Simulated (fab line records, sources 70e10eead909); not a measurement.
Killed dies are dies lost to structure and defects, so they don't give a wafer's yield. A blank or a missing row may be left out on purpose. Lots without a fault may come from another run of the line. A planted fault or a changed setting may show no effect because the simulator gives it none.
Chamber matching | flow nand_harc | NHARC_A_STAIRCASE_DEP_301 on pecvd-03: 3 sister chambers
The step deposits SiON, target thk 30 nm. 27 wafers are shown with their chamber, then 12 later ones without.

WAFERS WITH THEIR CHAMBER
wafer  | chamber | heater_power_w (W)
L074.2 | 2       | 730
L074.5 | 2       | 705
L074.6 | 0       | 850
L076.1 | 1       | 833
L076.3 | 0       | 755
L076.5 | 0       | 751
L078.4 | 2       | 719
L078.5 | 0       | 770
L078.6 | 1       | 798
L077.1 | 1       | 874
L077.3 | 2       | 674
L077.6 | 1       | 878
L081.2 | 2       | 727
L081.3 | 1       | 871
L081.5 | 2       | 766
L083.2 | 1       | 835
L083.3 | 0       | 758
L083.5 | 2       | 767
L086.1 | 2       | 776
L086.2 | 1       | 817
L086.6 | 2       | 754
L091.1 | 1       | 865
L091.3 | 0       | 828
L091.5 | 0       | 827
L088.1 | 1       | 835
L088.2 | 2       | 749
L088.3 | 0       | 769

SIGNATURES (means of the wafers above)
reading        | chamber 0 | chamber 1 | chamber 2 | scatter within a chamber
heater_power_w | 788.50    | 845.11    | 736.70    | 33.2
Rule: a wafer's distance from a chamber is the root of the sum, over the readings, of the square of ((its reading less the chamber's mean) divided by the reading's scatter). The wafer belongs to the nearest chamber; if the next one is less than 2 further off, it can't be placed. The scatter: the root of (the sum of the squares of (reading less its chamber's mean) over the shown wafers, divided by (wafers less chambers)).

WAFERS WITHOUT THEIR CHAMBER
wafer  | heater_power_w (W)
L093.1 | 891
L093.3 | 705
L093.4 | 932
L096.1 | 822
L096.4 | 823
L096.5 | 868
L097.1 | 794
L097.2 | 679
L097.3 | 884
L097.4 | 885
L097.5 | 799
L097.6 | 664

WHICH CHAMBER EACH WENT THROUGH
wafer  | from the rows above          | in truth
L093.1 | can't be placed: 1 or 0      | 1
L093.3 | can't be placed: 2 or 0      | 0
L093.4 | can't be placed: 1 or 0      | 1
L096.1 | can't be placed: 1 or 0 or 2 | 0
L096.4 | can't be placed: 1 or 0 or 2 | 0
L096.5 | can't be placed: 1 or 0      | 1
L097.1 | can't be placed: 0 or 1 or 2 | 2
L097.2 | can't be placed: 2 or 0      | 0
L097.3 | can't be placed: 1 or 0      | 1
L097.4 | can't be placed: 1 or 0      | 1
L097.5 | can't be placed: 0 or 1 or 2 | 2
L097.6 | can't be placed: 2 or 0      | 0
Placed correctly: 0 of 12. Can't be placed from these rows: 12 (the true chamber is among the candidates in 12). Placed wrongly: 0.
